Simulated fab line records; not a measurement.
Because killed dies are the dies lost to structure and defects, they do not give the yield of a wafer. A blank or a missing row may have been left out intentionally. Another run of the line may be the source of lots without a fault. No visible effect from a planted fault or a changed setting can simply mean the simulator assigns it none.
fab line records	flow nandHarc
[record] lots = 24	wafers = 72	lastDay = 33
route steps=1302 shown P_M2@343 P_BONDPAD@379 A_ONON_D1@433
lots that met no fault: taken from a fault-free run of the same line
startH: hours from the record's opening day to when the first of the lot's shown wafers began	waitH: hours elapsed since this lot's preceding step	" repeats the value in the row above	L1.1+2: a row that stands for several wafers	- value missing, or start not given	* or withheld: withheld	< > ~ a bound
route shown NAME@n: NAME is a module with steps in the file, n the number in the route of the first one	usual: mean and standard deviation over wafers with no fault	same: alike in all rows	chamber/n: place in a boat	sites: per-site readings	_std_site: the standard deviation of these	_edge_site: inner sites' mean taken away from outer sites' mean	radiusMm: how far each site lies from the wafer's centre	mask NAME#n: copy n	behind: tool/chamber where the wafer was last shaped	hold: the reason the lot was held/the length of the hold in hours/how it ended	device: whichever transistor did not switch (one of n, p or np)	end of line: the tests these same wafers got at the end of their route	a step without rows: its recipe alone	killed: dies that structure and defects cost at the first sort, which is not the same as the wafer's yield	map: a wafer's dies, x killed, . not, _ none there
set.NAME: setting as actually run; set.NAME@STEP: the setting as run at that earlier step	model.NAME: the simulator's own value behind a step, which no gauge read
a sample of lots followed through the steps of the route, with each step as a table and each wafer as a row
[[steps]]
[step NHARC_P_M2_ANNEAL_31]
[recipe] tempC = 225	timeS = 90
[usual] annealTempC = 225.01/0.17	wafer_temp_C_max = 226.8/0.31
lot.wafer	tool	chamber	startH	waitH	annealTempC	wafer_temp_C_max
L074.1	rtpAnneal-02	0	131.01	-	225.17	227.3
L074.2	"	0	"	"	224.83	227.1
L074.5	"	0	"	"	225.02	227.2
L075.2	rtpAnneal-02	0	144.96	0.4	225.13	226.6
L075.3	"	0	"	"	225.03	226.7
L075.5	"	0	"	"	225.03	226.4
L076.3	rtpAnneal-02	0	156.15	0.3	225.08	226.6
L076.5	"	0	"	"	225.17	226.6
L076.6	"	0	"	"	225.24	227.1
L077.3	rtpAnneal-01	0	163.63	-	225.21	226.2
L077.4	"	0	"	"	224.68	227.5
L077.5	"	0	"	"	224.83	227.0
L079.1	rtpAnneal-02	0	182.03	0.3	225.25	226.7
L079.4	"	0	"	"	225.14	226.5
L079.6	"	0	"	"	225.21	226.8
L078.2	rtpAnneal-02	0	182.39	-	225.13	226.3
L078.3	"	0	"	"	225.09	226.6
L078.5	"	0	"	"	225.15	227.2
L080.2	rtpAnneal-01	0	199.87	0.4	225.46	227.4
L080.4	"	0	"	"	225.10	226.9
L080.6	"	0	"	"	225.07	226.9
L081.1	rtpAnneal-02	0	205.55	-	224.91	227.0
L081.2	"	0	"	"	224.53	226.5
L081.3	"	0	"	"	224.65	226.8
L082.1	rtpAnneal-01	0	212.18	-	225.08	226.7
L082.3	"	0	"	"	224.99	226.6
L082.6	"	0	"	"	225.05	226.3
L083.3	rtpAnneal-02	0	222.73	-	225.11	226.7
L083.4	"	0	"	"	225.03	226.8
L083.5	"	0	"	"	224.84	227.2
L084.2	rtpAnneal-01	0	239.98	0.3	225.07	226.6
L084.5	"	0	"	"	224.98	226.9
L084.6	"	0	"	"	224.88	226.5
L085.1	rtpAnneal-02	0	245.34	0.3	225.36	226.5
L085.3	"	0	"	"	225.14	227.0
L085.6	"	0	"	"	225.18	226.7
L086.1	rtpAnneal-02	0	249.49	0.3	225.08	226.6
L086.2	"	0	"	"	224.77	226.6
L086.5	"	0	"	"	225.08	226.8
L087.4	rtpAnneal-01	0	256.52	0.4	224.92	226.9
L087.5	"	0	"	"	224.93	226.4
L087.6	"	0	"	"	224.91	226.7
L089.1	rtpAnneal-01	0	276.16	0.3	224.87	226.4
L089.2	"	0	"	"	224.67	226.5
L089.3	"	0	"	"	224.86	227.2
L088.2	rtpAnneal-01	0	277.19	-	224.93	226.8
L088.5	"	0	"	"	224.88	226.6
L088.6	"	0	"	"	224.97	226.4
L090.1	rtpAnneal-02	0	292.26	-	224.97	226.4
L090.4	"	0	"	"	225.09	226.8
L090.5	"	0	"	"	225.10	226.9
L091.2	rtpAnneal-02	0	300.37	0.3	225.24	226.6
L091.4	"	0	"	"	224.95	226.4
L091.5	"	0	"	"	225.14	227.0
L092.1	rtpAnneal-01	0	317.21	0.4	225.38	226.6
L092.5	"	0	"	"	225.19	227.1
L092.6	"	0	"	"	224.97	227.0
L093.1	rtpAnneal-01	0	317.97	-	225.14	226.7
L093.2	"	0	"	"	224.94	227.1
L093.5	"	0	"	"	225.19	227.4
L094.1	rtpAnneal-01	0	332.47	0.3	225.04	226.7
L094.2	"	0	"	"	225.04	226.7
L094.5	"	0	"	"	225.11	227.0
L095.1	rtpAnneal-01	0	344.90	-	224.93	226.5
L095.2	"	0	"	"	224.58	226.6
L095.5	"	0	"	"	224.71	226.6
L096.3	rtpAnneal-02	0	354.12	0.3	225.16	226.6
L096.5	"	0	"	"	225.14	226.2
L096.6	"	0	"	"	225.05	226.1
L097.1	rtpAnneal-01	0	362.64	0.4	225.07	227.1
L097.3	"	0	"	"	225.14	226.7
L097.6	"	0	"	"	224.99	226.8
[step NHARC_P_M2_THK_MEAS_24]
[recipe] thkMeasGauge = xrf
[usual] thkNm = 144.5/1.5
lot.wafer	tool	chamber	startH	waitH	thkNm
L074.1	filmMetro-01	-	131.74	-	142.8
L074.2	"	-	"	"	144.1
L074.5	"	-	"	"	145.8
L075.2	filmMetro-01	-	145.57	-	145.8
L075.3	"	-	"	"	146.8
L075.5	"	-	"	"	144.2
L076.3	filmMetro-01	-	156.70	-	146.0
L076.5	"	-	"	"	142.6
L076.6	"	-	"	"	146.6
L077.3	filmMetro-02	-	164.19	-	142.3
L077.4	"	-	"	"	145.9
L077.5	"	-	"	"	144.8
L079.1	filmMetro-02	-	182.69	-	145.4
L079.4	"	-	"	"	145.5
L079.6	"	-	"	"	143.4
L078.2	filmMetro-02	-	183.01	-	144.2
L078.3	"	-	"	"	144.7
L078.5	"	-	"	"	142.3
L080.2	filmMetro-01	-	200.48	-	146.7
L080.4	"	-	"	"	142.4
L080.6	"	-	"	"	141.0
L081.1	filmMetro-02	-	206.21	-	144.4
L081.2	"	-	"	"	145.4
L081.3	"	-	"	"	142.5
L082.1	filmMetro-01	-	212.84	-	146.6
L082.3	"	-	"	"	142.6
L082.6	"	-	"	"	141.1
L083.3	filmMetro-01	-	223.29	-	143.3
L083.4	"	-	"	"	144.6
L083.5	"	-	"	"	143.1
L084.2	filmMetro-02	-	240.59	-	146.6
L084.5	"	-	"	"	144.2
L084.6	"	-	"	"	144.0
L085.1	filmMetro-02	-	246.01	-	143.2
L085.3	"	-	"	"	143.5
L085.6	"	-	"	"	145.9
L086.1	filmMetro-01	-	250.15	-	143.6
L086.2	"	-	"	"	145.9
L086.5	"	-	"	"	144.3
L087.4	filmMetro-02	-	257.03	-	146.6
L087.5	"	-	"	"	144.7
L087.6	"	-	"	"	143.7
L089.1	filmMetro-01	-	276.82	-	146.1
L089.2	"	-	"	"	146.5
L089.3	"	-	"	"	148.7
L088.2	filmMetro-02	-	277.80	-	143.6
L088.5	"	-	"	"	142.4
L088.6	"	-	"	"	141.7
L090.1	filmMetro-02	-	292.92	-	143.3
L090.4	"	-	"	"	144.2
L090.5	"	-	"	"	144.8
L091.2	filmMetro-01	-	300.98	-	143.1
L091.4	"	-	"	"	144.4
L091.5	"	-	"	"	144.1
L092.1	filmMetro-01	-	317.88	-	144.3
L092.5	"	-	"	"	143.9
L092.6	"	-	"	"	143.9
L093.1	filmMetro-01	-	318.63	-	145.0
L093.2	"	-	"	"	145.2
L093.5	"	-	"	"	146.1
L094.1	filmMetro-01	-	333.13	-	143.6
L094.2	"	-	"	"	143.9
L094.5	"	-	"	"	145.0
L095.1	filmMetro-01	-	345.88	-	142.5
L095.2	"	-	"	"	144.7
L095.5	"	-	"	"	145.4
L096.3	filmMetro-02	-	354.68	-	146.0
L096.5	"	-	"	"	144.7
L096.6	"	-	"	"	143.3
L097.1	filmMetro-02	-	363.30	-	145.4
L097.3	"	-	"	"	142.4
L097.6	"	-	"	"	147.6
[step NHARC_P_BONDPAD_ANNEAL_28]
[recipe] tempC = 225	timeS = 90
[usual] annealTempC = 225.02/0.18	wafer_temp_C_max = 226.7/0.36
lot.wafer	tool	chamber	startH	waitH	annealTempC	wafer_temp_C_max
L074.1	rtpAnneal-01	0	135.72	-	225.10	226.7
L074.2	"	0	"	"	224.95	226.7
L074.5	"	0	"	"	224.86	227.2
L075.2	rtpAnneal-02	0	149.30	-	225.30	226.5
L075.3	"	0	"	"	225.00	226.7
L075.5	"	0	"	"	224.92	226.8
L076.3	rtpAnneal-02	0	160.62	0.3	225.02	227.3
L076.5	"	0	"	"	224.94	226.6
L076.6	"	0	"	"	225.13	226.8
L077.3	rtpAnneal-02	0	168.04	-	225.06	226.9
L077.4	"	0	"	"	224.94	226.8
L077.5	"	0	"	"	225.05	226.6
L079.1	rtpAnneal-01	0	186.52	-	225.24	227.0
L079.4	"	0	"	"	225.38	227.6
L079.6	"	0	"	"	225.39	226.5
L078.2	rtpAnneal-01	0	186.97	0.4	225.24	226.4
L078.3	"	0	"	"	225.07	227.0
L078.5	"	0	"	"	225.36	226.7
L080.2	rtpAnneal-02	0	204.40	-	224.79	226.5
L080.4	"	0	"	"	224.93	227.3
L080.6	"	0	"	"	224.85	226.5
L081.1	rtpAnneal-02	0	210.03	0.3	225.39	226.1
L081.2	"	0	"	"	225.04	226.4
L081.3	"	0	"	"	225.06	226.5
L082.1	rtpAnneal-01	0	216.68	-	224.74	226.8
L082.3	"	0	"	"	224.86	226.4
L082.6	"	0	"	"	225.03	226.7
L083.3	rtpAnneal-02	0	227.26	0.3	224.89	226.4
L083.4	"	0	"	"	225.01	226.8
L083.5	"	0	"	"	224.91	226.8
L084.2	rtpAnneal-02	0	244.50	0.4	225.18	226.4
L084.5	"	0	"	"	224.92	226.3
L084.6	"	0	"	"	224.98	226.4
L085.1	rtpAnneal-01	0	249.83	0.3	225.30	227.1
L085.3	"	0	"	"	225.26	226.5
L085.6	"	0	"	"	225.35	226.9
L086.1	rtpAnneal-02	0	253.98	0.3	225.08	226.7
L086.2	"	0	"	"	225.29	226.6
L086.5	"	0	"	"	224.88	226.9
L087.4	rtpAnneal-01	0	261.00	-	225.05	226.2
L087.5	"	0	"	"	224.79	226.9
L087.6	"	0	"	"	224.95	226.4
L089.1	rtpAnneal-01	0	280.84	0.3	225.06	227.1
L089.2	"	0	"	"	225.10	227.1
L089.3	"	0	"	"	224.75	227.6
L088.2	rtpAnneal-02	0	281.67	0.3	224.81	226.8
L088.5	"	0	"	"	224.75	226.5
L088.6	"	0	"	"	224.73	226.3
L090.1	rtpAnneal-02	0	296.74	-	224.71	226.1
L090.4	"	0	"	"	224.80	226.2
L090.5	"	0	"	"	224.71	226.6
L091.2	rtpAnneal-02	0	304.88	0.4	224.86	226.4
L091.4	"	0	"	"	225.12	225.6
L091.5	"	0	"	"	224.97	226.5
L092.1	rtpAnneal-02	0	321.63	-	225.46	226.3
L092.5	"	0	"	"	225.21	226.8
L092.6	"	0	"	"	225.15	226.7
L093.1	rtpAnneal-02	0	322.47	-	224.89	226.5
L093.2	"	0	"	"	224.82	226.1
L093.5	"	0	"	"	224.74	226.7
L094.1	rtpAnneal-02	0	337.11	-	225.24	226.7
L094.2	"	0	"	"	224.95	227.3
L094.5	"	0	"	"	225.14	227.1
L095.1	rtpAnneal-02	0	349.67	-	225.16	227.0
L095.2	"	0	"	"	225.02	227.0
L095.5	"	0	"	"	224.86	227.4
L096.3	rtpAnneal-01	0	358.57	0.3	224.99	226.6
L096.5	"	0	"	"	224.93	225.8
L096.6	"	0	"	"	224.86	226.6
L097.1	rtpAnneal-02	0	367.13	-	224.99	226.5
L097.3	"	0	"	"	224.95	226.6
L097.6	"	0	"	"	224.87	227.1
[step NHARC_A_ONON_D1_THK_MEAS_14]
[recipe] thkMeasGauge = ellipsometry
[usual] thkNm = 1000/8.6
lot.wafer	tool	chamber	startH	waitH	thkNm
L074.1	filmMetro-01	-	166.78	-	995
L074.2	"	-	"	"	997
L074.5	"	-	"	"	995
L075.2	filmMetro-01	-	176.98	-	1003
L075.3	"	-	"	"	1003
L075.5	"	-	"	"	1003
L076.3	filmMetro-02	-	190.28	-	995
L076.5	"	-	"	"	993
L076.6	"	-	"	"	996
L077.3	filmMetro-01	-	194.86	-	987
L077.4	"	-	"	"	988
L077.5	"	-	"	"	986
L078.2	filmMetro-01	-	213.54	-	1002
L078.3	"	-	"	"	1002
L078.5	"	-	"	"	1002
L079.1	filmMetro-02	-	213.55	-	997
L079.4	"	-	"	"	997
L079.6	"	-	"	"	1000
L081.1	filmMetro-01	-	235.11	-	993
L081.2	"	-	"	"	991
L081.3	"	-	"	"	990
L080.2	filmMetro-02	-	235.11	-	1009
L080.4	"	-	"	"	1009
L080.6	"	-	"	"	1011
L082.1	filmMetro-01	-	244.23	-	1015
L082.3	"	-	"	"	1014
L082.6	"	-	"	"	1016
L083.3	filmMetro-02	-	253.63	-	1016
L083.4	"	-	"	"	1015
L083.5	"	-	"	"	1015
L084.2	filmMetro-02	-	270.64	-	986
L084.5	"	-	"	"	987
L084.6	"	-	"	"	987
L085.1	filmMetro-01	-	279.69	-	1005
L085.3	"	-	"	"	1005
L085.6	"	-	"	"	1005
L086.1	filmMetro-01	-	279.91	-	1002
L086.2	"	-	"	"	1001
L086.5	"	-	"	"	1002
L087.4	filmMetro-02	-	290.84	-	1013
L087.5	"	-	"	"	1015
L087.6	"	-	"	"	1013
L088.2	filmMetro-01	-	308.37	-	1005
L088.5	"	-	"	"	1006
L088.6	"	-	"	"	1005
L089.1	filmMetro-02	-	308.38	-	1006
L089.2	"	-	"	"	1006
L089.3	"	-	"	"	1003
L090.1	filmMetro-01	-	324.82	-	993
L090.4	"	-	"	"	992
L090.5	"	-	"	"	993
L091.2	filmMetro-02	-	332.60	-	995
L091.4	"	-	"	"	993
L091.5	"	-	"	"	993
L093.1	filmMetro-01	-	347.36	-	997
L093.2	"	-	"	"	998
L093.5	"	-	"	"	998
L092.1	filmMetro-02	-	347.36	-	997
L092.5	"	-	"	"	997
L092.6	"	-	"	"	998
L094.1	filmMetro-01	-	366.63	-	1011
L094.2	"	-	"	"	1010
L094.5	"	-	"	"	1011
L095.1	filmMetro-01	-	376.02	-	1012
L095.2	"	-	"	"	1012
L095.5	"	-	"	"	1009
L096.3	filmMetro-01	-	384.49	-	990
L096.5	"	-	"	"	989
L096.6	"	-	"	"	989
L097.1	filmMetro-02	-	395.52	-	993
L097.3	"	-	"	"	994
L097.6	"	-	"	"	992
[step NHARC_A_ONON_D1_THK_MEAS_21]
[recipe] thkMeasGauge = ellipsometry
[usual] thkNm = 999/8.9
lot.wafer	tool	chamber	startH	waitH	thkNm
L074.1	filmMetro-02	-	178.35	-	996
L074.2	"	-	"	"	997
L074.5	"	-	"	"	1000
L075.2	filmMetro-01	-	185.30	-	993
L075.3	"	-	"	"	996
L075.5	"	-	"	"	997
L076.3	filmMetro-01	-	199.06	-	1008
L076.5	"	-	"	"	1009
L076.6	"	-	"	"	1008
L077.3	filmMetro-02	-	205.09	-	1000
L077.4	"	-	"	"	1001
L077.5	"	-	"	"	999
L078.2	filmMetro-02	-	221.90	-	1022
L078.3	"	-	"	"	1023
L078.5	"	-	"	"	1024
L079.1	filmMetro-01	-	221.91	-	988
L079.4	"	-	"	"	988
L079.6	"	-	"	"	988
L081.1	filmMetro-02	-	247.13	-	1001
L081.2	"	-	"	"	1001
L081.3	"	-	"	"	1002
L080.2	filmMetro-01	-	247.14	-	998
L080.4	"	-	"	"	997
L080.6	"	-	"	"	996
L082.1	filmMetro-02	-	255.00	-	997
L082.3	"	-	"	"	998
L082.6	"	-	"	"	999
L083.3	filmMetro-02	-	261.96	-	1008
L083.4	"	-	"	"	1011
L083.5	"	-	"	"	1011
L084.2	filmMetro-02	-	278.98	-	988
L084.5	"	-	"	"	988
L084.6	"	-	"	"	989
L086.1	filmMetro-02	-	288.07	-	984
L086.2	"	-	"	"	986
L086.5	"	-	"	"	984
L085.1	filmMetro-01	-	288.08	-	988
L085.3	"	-	"	"	989
L085.6	"	-	"	"	989
L087.4	filmMetro-01	-	299.19	-	997
L087.5	"	-	"	"	996
L087.6	"	-	"	"	995
L088.2	filmMetro-01	-	316.71	-	991
L088.5	"	-	"	"	992
L088.6	"	-	"	"	990
L089.1	filmMetro-02	-	316.71	-	1011
L089.2	"	-	"	"	1012
L089.3	"	-	"	"	1011
L090.1	filmMetro-02	-	333.17	-	998
L090.4	"	-	"	"	998
L090.5	"	-	"	"	997
L091.2	filmMetro-02	-	340.97	-	1006
L091.4	"	-	"	"	1004
L091.5	"	-	"	"	1003
L093.1	filmMetro-01	-	358.23	-	1006
L093.2	"	-	"	"	1006
L093.5	"	-	"	"	1008
L092.1	filmMetro-02	-	358.25	-	994
L092.5	"	-	"	"	994
L092.6	"	-	"	"	995
L094.1	filmMetro-01	-	374.97	-	991
L094.2	"	-	"	"	991
L094.5	"	-	"	"	991
L095.1	filmMetro-01	-	384.38	-	1009
L095.2	"	-	"	"	1005
L095.5	"	-	"	"	1007
L096.3	filmMetro-01	-	395.21	-	995
L096.5	"	-	"	"	996
L096.6	"	-	"	"	996
L097.1	filmMetro-02	-	403.86	-	1006
L097.3	"	-	"	"	1006
L097.6	"	-	"	"	1006
[step NHARC_A_ONON_D1_THK_MEAS_27]
[recipe] thkMeasGauge = ellipsometry
[usual] thkNm = 1004/13
lot.wafer	tool	chamber	startH	waitH	thkNm
L074.1	filmMetro-01	-	179.47	-	998
L074.2	"	-	"	"	998
L074.5	"	-	"	"	999
L075.2	filmMetro-02	-	186.43	-	1004
L075.3	"	-	"	"	1003
L075.5	"	-	"	"	1002
L076.3	filmMetro-02	-	200.20	-	1015
L076.5	"	-	"	"	1015
L076.6	"	-	"	"	1016
L077.3	filmMetro-01	-	206.22	-	1019
L077.4	"	-	"	"	1020
L077.5	"	-	"	"	1018
L078.2	filmMetro-02	-	223.02	-	1006
L078.3	"	-	"	"	1007
L078.5	"	-	"	"	1006
L079.1	filmMetro-02	-	223.05	-	1012
L079.4	"	-	"	"	1013
L079.6	"	-	"	"	1012
L081.1	filmMetro-01	-	248.26	-	970
L081.2	"	-	"	"	967
L081.3	"	-	"	"	968
L080.2	filmMetro-01	-	248.28	-	1012
L080.4	"	-	"	"	1011
L080.6	"	-	"	"	1013
L082.1	filmMetro-01	-	256.13	-	998
L082.3	"	-	"	"	998
L082.6	"	-	"	"	1000
L083.3	filmMetro-01	-	263.10	-	1008
L083.4	"	-	"	"	1009
L083.5	"	-	"	"	1010
L084.2	filmMetro-01	-	280.12	-	983
L084.5	"	-	"	"	981
L084.6	"	-	"	"	981
L086.1	filmMetro-02	-	289.20	-	1011
L086.2	"	-	"	"	1011
L086.5	"	-	"	"	1012
L085.1	filmMetro-01	-	289.21	-	1018
L085.3	"	-	"	"	1019
L085.6	"	-	"	"	1019
L087.4	filmMetro-01	-	300.32	-	1017
L087.5	"	-	"	"	1015
L087.6	"	-	"	"	1017
L089.1	filmMetro-02	-	317.85	-	1008
L089.2	"	-	"	"	1010
L089.3	"	-	"	"	1009
L088.2	filmMetro-02	-	317.85	-	998
L088.5	"	-	"	"	997
L088.6	"	-	"	"	999
L090.1	filmMetro-01	-	334.31	-	982
L090.4	"	-	"	"	983
L090.5	"	-	"	"	986
L091.2	filmMetro-01	-	342.11	-	1021
L091.4	"	-	"	"	1021
L091.5	"	-	"	"	1021
L093.1	filmMetro-01	-	359.36	-	996
L093.2	"	-	"	"	997
L093.5	"	-	"	"	994
L092.1	filmMetro-02	-	359.38	-	1002
L092.5	"	-	"	"	1003
L092.6	"	-	"	"	1002
L094.1	filmMetro-01	-	376.11	-	1010
L094.2	"	-	"	"	1007
L094.5	"	-	"	"	1010
L095.1	filmMetro-01	-	385.51	-	1009
L095.2	"	-	"	"	1010
L095.5	"	-	"	"	1010
L096.3	filmMetro-01	-	396.34	-	1000
L096.5	"	-	"	"	997
L096.6	"	-	"	"	997
L097.1	filmMetro-02	-	404.99	-	991
L097.3	"	-	"	"	991
L097.6	"	-	"	"	991
[[key]]
fault none
